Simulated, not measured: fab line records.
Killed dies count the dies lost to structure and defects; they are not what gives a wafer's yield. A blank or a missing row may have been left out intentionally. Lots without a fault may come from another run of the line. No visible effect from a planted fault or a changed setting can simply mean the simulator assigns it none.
The tool behind it: which one?	flow n5Finfet	23 lots with 69 wafers sampled at 6 steps, on a route of 1938 steps

WHAT THE GAUGES SHOWED, per wafer
N5_SDB_INSPECT_13: inspects for defects (brightfield).
lot	measured	on	rawDefectCount
L074	day 3 17:36	defectInspect-01	36 64 76
L075	day 4 00:08	defectInspect-01	67 105 110
L076	day 4 09:11	defectInspect-02	57 128 155
L077	day 4 11:43	defectInspect-02	56 118 32
L078	day 4 18:29	defectInspect-02	155 71 53
L079	day 4 23:13	defectInspect-02	68 85 216
L080	day 5 05:19	defectInspect-01	69 75 88
L081	day 5 13:37	defectInspect-02	85 127 118
L082	day 5 20:00	defectInspect-01	35 36 61
L083	day 6 03:44	defectInspect-01	118 61 67
L084	day 6 10:15	defectInspect-01	53 50 29
L085	day 6 16:47	defectInspect-02	79 36 58
L086	day 6 23:34	defectInspect-02	119 178 97
L087	day 7 05:59	defectInspect-02	23 41 45
L088	day 7 09:17	defectInspect-02	58 42 63
L089	day 7 16:52	defectInspect-01	68 107 129
L090	day 7 17:28	defectInspect-01	105 47 66
L091	day 8 05:01	defectInspect-02	69 102 77
L092	day 8 08:32	defectInspect-02	53 84 43
L093	day 8 16:54	defectInspect-02	26 26 40
L095	day 9 01:31	defectInspect-02	60 84 98
L096	day 9 06:31	defectInspect-02	60 54 66
L097	day 9 17:47	defectInspect-02	45 75 84

N5_SDB_INSPECT_36: inspects for defects (darkfield).
lot	measured	on	rawDefectCount
L074	day 3 21:32	defectInspect-02	41 20 32
L075	day 4 04:03	defectInspect-01	40 30 76
L076	day 4 13:32	defectInspect-01	13 25 20
L077	day 4 15:36	defectInspect-02	43 33 33
L078	day 4 22:34	defectInspect-01	24 36 29
L079	day 5 04:09	defectInspect-01	25 36 32
L080	day 5 09:31	defectInspect-02	23 29 30
L081	day 5 17:30	defectInspect-02	27 45 59
L082	day 6 01:19	defectInspect-02	32 38 54
L083	day 6 07:41	defectInspect-01	63 57 48
L084	day 6 14:13	defectInspect-01	29 47 27
L085	day 6 20:53	defectInspect-02	44 75 71
L086	day 7 03:26	defectInspect-01	35 29 19
L087	day 7 10:29	defectInspect-02	14 13 23
L088	day 7 13:11	defectInspect-02	71 45 35
L089	day 7 20:46	defectInspect-01	28 47 35
L090	day 7 22:26	defectInspect-01	37 30 40
L091	day 8 08:56	defectInspect-02	49 29 32
L092	day 8 12:49	defectInspect-02	58 44 61
L093	day 8 20:50	defectInspect-02	36 35 35
L095	day 9 05:28	defectInspect-02	48 76 65
L096	day 9 10:33	defectInspect-02	43 27 13
L097	day 9 21:40	defectInspect-01	61 68 47

WHAT TOOL EACH LOT RAN ON (gives the tool, then ch and the chambers of the sampled wafers, and finally the start)
lot	N5_SD_EPI_N_ETCH_35	N5_SD_EPI_N_ETCHBACK_44	N5_ILD0_CMP_03	N5_SDB_ETCH_18
L074	rieDiel-04 ch 1,2,3, day 3 01:35	rieDiel-04 ch 1,2,3, day 3 01:55	cmp-02 ch 0,2, day 3 13:10	rieDiel-01 ch 0,2,3, day 3 17:43
L075	rieDiel-04 ch 0,1, day 3 08:13	rieDiel-04 ch 0,1, day 3 08:32	cmp-01 ch 1,2, day 3 19:35	rieDiel-06 ch 2,3, day 4 00:14
L076	rieDiel-04 ch 0,3, day 3 16:59	rieDiel-04 ch 0,3, day 3 17:18	cmp-03 ch 2,3, day 4 04:47	rieDiel-01 ch 0,1,3, day 4 09:45
L077	rieDiel-04 ch 1,2,3, day 3 18:47	rieDiel-04 ch 1,2,3, day 3 19:07	cmp-01 ch 0,3, day 4 06:32	rieDiel-01 ch 0,2,3, day 4 11:49
L078	rieDiel-01 ch 0,2, day 4 02:04	rieDiel-01 ch 0,2, day 4 02:23	cmp-03 ch 0,2, day 4 13:39	rieDiel-06 ch 0,2,3, day 4 18:35
L079	rieDiel-06 ch 0,2,3, day 4 06:32	rieDiel-06 ch 0,2,3, day 4 06:51	cmp-01 ch 0,2,3, day 4 18:26	rieDiel-04 ch 0,1,3, day 4 23:19
L080	rieDiel-01 ch 0,1,2, day 4 12:14	rieDiel-01 ch 0,1,2, day 4 12:34	cmp-03 ch 1,2,3, day 5 00:48	rieDiel-01 ch 1,2, day 5 05:26
L081	rieDiel-01 ch 1,2,3, day 4 18:49	rieDiel-01 ch 1,2,3, day 4 19:08	cmp-03 ch 0,1,3, day 5 08:24	rieDiel-01 ch 1,2,3, day 5 13:43
L082	rieDiel-04 ch 1,3, day 5 02:49	rieDiel-04 ch 1,3, day 5 03:08	cmp-03 ch 0,2,3, day 5 15:37	rieDiel-01 ch 2,3, day 5 21:01
L083	rieDiel-06 ch 0,3, day 5 11:04	rieDiel-06 ch 0,3, day 5 11:23	cmp-03 ch 0,2,3, day 5 23:17	rieDiel-06 ch 0,3, day 6 03:51
L084	rieDiel-04 ch 1,3, day 5 17:33	rieDiel-04 ch 1,3, day 5 17:52	cmp-03 ch 0,1, day 6 05:38	rieDiel-01 ch 0,1,3, day 6 10:26
L085	rieDiel-01 ch 2,3, day 5 23:02	rieDiel-01 ch 2,3, day 5 23:25	cmp-01 ch 0,2,3, day 6 12:26	rieDiel-01 ch 0,2, day 6 17:06
L086	rieDiel-04 ch 1,2,3, day 6 06:49	rieDiel-04 ch 1,2,3, day 6 07:08	cmp-01 ch 1,3, day 6 18:23	rieDiel-04 ch 0,2, day 6 23:40
L087	rieDiel-04 ch 0,2, day 6 12:33	rieDiel-04 ch 0,2, day 6 12:53	cmp-03 ch 0,2,3, day 7 00:50	rieDiel-01 ch 1,3, day 7 06:40
L088	rieDiel-01 ch 0,3, day 6 16:11	rieDiel-01 ch 0,3, day 6 16:31	cmp-03 ch 0,2,3, day 7 04:58	rieDiel-01 ch 0,2,3, day 7 09:24
L089	rieDiel-04 ch 0,1,2, day 7 00:20	rieDiel-04 ch 0,1,2, day 7 00:40	cmp-02 ch 1,2,3, day 7 12:38	rieDiel-01 ch 0,1,2, day 7 16:58
L090	rieDiel-01 ch 1,2,3, day 7 00:47	rieDiel-01 ch 1,2,3, day 7 01:07	cmp-03 ch 1,2, day 7 13:05	rieDiel-06 ch 1,2,3, day 7 17:39
L091	rieDiel-01 ch 0,1,2, day 7 12:02	rieDiel-01 ch 0,1,2, day 7 12:22	cmp-03 ch 0,1,2, day 8 00:23	rieDiel-06 ch 1,2, day 8 05:10
L092	rieDiel-06 ch 1,3, day 7 13:26	rieDiel-06 ch 1,3, day 7 13:46	cmp-01 ch 0,1,2, day 8 04:18	rieDiel-06 ch 1,3, day 8 09:00
L093	rieDiel-01 ch 0,2, day 7 23:44	rieDiel-01 ch 0,2, day 8 00:03	cmp-01 ch 1,2,3, day 8 12:19	rieDiel-04 ch 0,1,3, day 8 17:01
L095	rieDiel-01 ch 0,1,2, day 8 09:15	rieDiel-01 ch 0,1,2, day 8 09:35	cmp-02 ch 0,1,2, day 8 21:16	rieDiel-04 ch 0,1,3, day 9 01:37
L096	rieDiel-06 ch 0,2,3, day 8 13:03	rieDiel-06 ch 0,2,3, day 8 13:23	cmp-01 ch 0,2,3, day 9 02:08	rieDiel-01 ch 0,2, day 9 06:45
L097	rieDiel-01 ch 0,2, day 8 23:13	rieDiel-01 ch 0,2, day 8 23:33	cmp-01 ch 0,2,3, day 9 13:23	rieDiel-04 ch 0,2,3, day 9 17:54
- N5_SD_EPI_N_ETCH_35: etches SOC in N2/H2, overetch 108 nm, time 486 s.
- N5_SD_EPI_N_ETCHBACK_44: etches SiNx in CH3F/O2, stops on SiO2, target depth 14.5 nm.
- N5_ILD0_CMP_03: polishes, stops on SiNx, t overpolish 1.9 s, target thk 197.38 nm.
- N5_SDB_ETCH_18: etches SOC in N2/H2, target depth 100 nm, overetch 20 nm, time 150 s.

WHAT THE TOOLS THEMSELVES READ (means of the sampled wafers that have a number; where no wafer has one, the mark that the record gives instead)
N5_SD_EPI_N_ETCH_35.
lot	tool	biasW (W)	drypumpMotorCurrentA (A)	oesProductAu (a.u.)	rfVppV (V)	showerheadPlenumPTorr (Torr)	throttleValvePct (%)
L074	rieDiel-04	133.1	5.9	0.66	241.9	2.59	23.79
L075	rieDiel-04	133.4	6.2	0.66	241.7	2.63	23.88
L076	rieDiel-04	132.6	5.9	0.62	240.9	2.60	23.74
L077	rieDiel-04	133.1	5.9	0.67	241.3	2.58	23.81
L078	rieDiel-01	133.0	5.9	0.67	241.1	2.49	23.39
L079	rieDiel-06	133.0	5.3	0.64	240.8	2.55	23.42
L080	rieDiel-01	133.1	5.7	0.69	241.2	2.57	23.53
L081	rieDiel-01	132.8	5.5	0.76	242.3	2.64	23.55
L082	rieDiel-04	132.9	6.0	0.66	242.0	2.62	23.83
L083	rieDiel-06	133.3	5.0	0.65	240.0	2.47	23.31
L084	rieDiel-04	133.3	5.7	0.63	242.5	2.61	23.72
L085	rieDiel-01	133.0	5.7	0.78	242.8	2.66	23.43
L086	rieDiel-04	133.0	5.9	0.65	240.9	2.57	23.84
L087	rieDiel-04	132.6	6.0	0.73	241.4	2.54	23.75
L088	rieDiel-01	132.8	5.4	0.81	241.9	2.62	23.38
L089	rieDiel-04	133.4	6.1	0.72	241.5	2.58	23.76
L090	rieDiel-01	133.0	5.5	0.74	242.4	2.63	23.57
L091	rieDiel-01	132.9	5.7	0.75	243.0	2.67	23.50
L092	rieDiel-06	133.1	5.4	0.71	241.4	2.51	23.63
L093	rieDiel-01	132.6	5.9	0.77	242.1	2.69	23.36
L095	rieDiel-01	133.0	5.7	0.73	241.8	2.67	23.50
L096	rieDiel-06	133.2	5.2	0.70	241.4	2.53	23.33
L097	rieDiel-01	132.7	5.9	0.77	243.0	2.70	23.31

N5_SD_EPI_N_ETCHBACK_44.
lot	tool	biasW (W)	drypumpMotorCurrentA (A)	oesProductAu (a.u.)	rfVppV (V)	showerheadPlenumPTorr (Torr)	throttleValvePct (%)
L074	rieDiel-04	73.22	5.9	0.64	304	2.06	16.47
L075	rieDiel-04	72.99	6.2	0.63	298	2.08	16.55
L076	rieDiel-04	72.91	5.9	0.59	305	2.06	16.27
L077	rieDiel-04	73.11	5.9	0.63	305	2.06	16.49
L078	rieDiel-01	72.93	5.9	0.64	293	1.97	16.15
L079	rieDiel-06	72.91	5.2	0.61	296	2.00	16.19
L080	rieDiel-01	72.96	5.7	0.66	294	2.03	16.22
L081	rieDiel-01	73.07	5.5	0.72	292	2.08	16.13
L082	rieDiel-04	72.84	6.0	0.63	302	2.08	16.62
L083	rieDiel-06	72.96	5.0	0.62	299	1.95	16.25
L084	rieDiel-04	73.07	5.7	0.61	308	2.07	16.50
L085	rieDiel-01	72.98	5.7	0.74	291	2.08	15.96
L086	rieDiel-04	73.11	5.9	0.62	304	2.05	16.54
L087	rieDiel-04	72.85	6.0	0.70	301	2.02	16.21
L088	rieDiel-01	72.90	5.5	0.77	290	2.08	15.99
L089	rieDiel-04	72.95	6.1	0.69	299	2.04	16.34
L090	rieDiel-01	73.01	5.5	0.70	292	2.08	16.16
L091	rieDiel-01	73.02	5.7	0.71	296	2.11	16.10
L092	rieDiel-06	73.08	5.3	0.68	299	1.98	16.39
L093	rieDiel-01	72.82	5.9	0.73	294	2.12	15.94
L095	rieDiel-01	72.89	5.7	0.70	296	2.10	16.13
L096	rieDiel-06	73.12	5.2	0.67	295	1.99	16.09
L097	rieDiel-01	72.99	5.9	0.73	295	2.12	15.92

N5_ILD0_CMP_03.
lot	tool	motorCurrentA (A)	overpolishRunS (s)	padLifeWafers	timeToEndpointS (s)
L074	cmp-02	13.1	1.897	1627	75
L075	cmp-01	11.7	1.904	954	72
L076	cmp-03	12.9	1.907	758	69
L077	cmp-01	12.2	1.909	1021	73
L078	cmp-03	12.8	1.902	824	73
L079	cmp-01	12.3	1.898	1105	70
L080	cmp-03	12.9	1.906	884	71
L081	cmp-03	12.6	1.896	937	74
L082	cmp-03	13.3	1.902	1011	74
L083	cmp-03	13.2	1.899	1124	78
L084	cmp-03	13.0	1.907	1188	75
L085	cmp-01	12.3	1.909	1514	69
L086	cmp-01	13.1	1.896	1615	69
L087	cmp-03	13.4	1.894	1298	76
L088	cmp-03	13.1	1.904	1328	76
L089	cmp-02	12.4	1.902	2048	78
L090	cmp-03	12.9	1.903	1399	72
L091	cmp-03	12.7	1.892	1496	78
L092	cmp-01	11.7	1.904	1934	75
L093	cmp-01	12.0	1.896	1982	77
L095	cmp-02	12.4	1.897	152	69
L096	cmp-01	12.7	1.899	68	67
L097	cmp-01	12.4	1.898	151	68

N5_SDB_ETCH_18.
lot	tool	biasW (W)	drypumpMotorCurrentA (A)	oesProductAu (a.u.)	rfVppV (V)	showerheadPlenumPTorr (Torr)	throttleValvePct (%)
L074	rieDiel-01	150.1	5.7	0.75	524.1	2.56	17.49
L075	rieDiel-06	149.9	5.2	0.65	522.3	2.49	17.68
L076	rieDiel-01	150.1	5.5	0.70	523.9	2.54	17.65
L077	rieDiel-01	150.4	5.7	0.74	523.7	2.56	17.51
L078	rieDiel-06	150.0	5.2	0.64	523.6	2.55	17.60
L079	rieDiel-04	149.7	6.0	0.64	526.5	2.61	17.85
L080	rieDiel-01	150.3	5.5	0.71	526.2	2.65	17.75
L081	rieDiel-01	150.2	5.5	0.75	527.2	2.64	17.61
L082	rieDiel-01	150.0	5.7	0.77	526.5	2.66	17.48
L083	rieDiel-06	149.7	5.1	0.64	523.5	2.53	17.50
L084	rieDiel-01	149.9	5.5	0.77	526.7	2.64	17.53
L085	rieDiel-01	150.1	5.9	0.82	528.7	2.71	17.32
L086	rieDiel-04	149.9	6.1	0.79	523.9	2.57	17.51
L087	rieDiel-01	150.0	5.3	0.70	526.1	2.61	17.76
L088	rieDiel-01	149.5	5.7	0.79	527.0	2.66	17.42
L089	rieDiel-01	150.0	5.7	0.74	527.8	2.67	17.57
L090	rieDiel-06	150.5	5.4	0.66	523.8	2.53	17.76
L091	rieDiel-06	150.4	5.6	0.69	524.6	2.58	17.80
L092	rieDiel-06	149.9	5.4	0.70	523.3	2.51	17.77
L093	rieDiel-04	150.2	5.9	0.76	526.1	2.60	17.57
L095	rieDiel-04	150.2	5.9	0.76	525.2	2.60	17.57
L096	rieDiel-01	149.7	5.9	0.75	528.0	2.69	17.46
L097	rieDiel-04	149.6	5.8	0.75	524.6	2.56	17.51

THE ANSWER, worked out from the rows above alone
Rule: usual is defined by the lots themselves. The widest of any qualifying gaps counts: lots, ordered by their means at a reading, are off when they make up no more than a third of the lots, leave a main group of 4 or more, and stand apart from it by 3 or more times the standard deviation of that group's means. A main group is skipped when, at the precision printed for the reading in the tables above, its means are all equal. A lot without any number at a reading at which 4 lots or more have one is off too. Where the step has rows for the other lots, those lots are counted as sound. The gauges are gone through in route order, then the tools' own readings, and for those a lot's mean is taken as printed above. At the first step where some lot is off, the reading lying furthest off is the one used; lots without a number count as furthest.
No lot is off on any of the readings shown, so nothing can be concluded from this.

WHAT THE SIMULATOR HAD PUT IN
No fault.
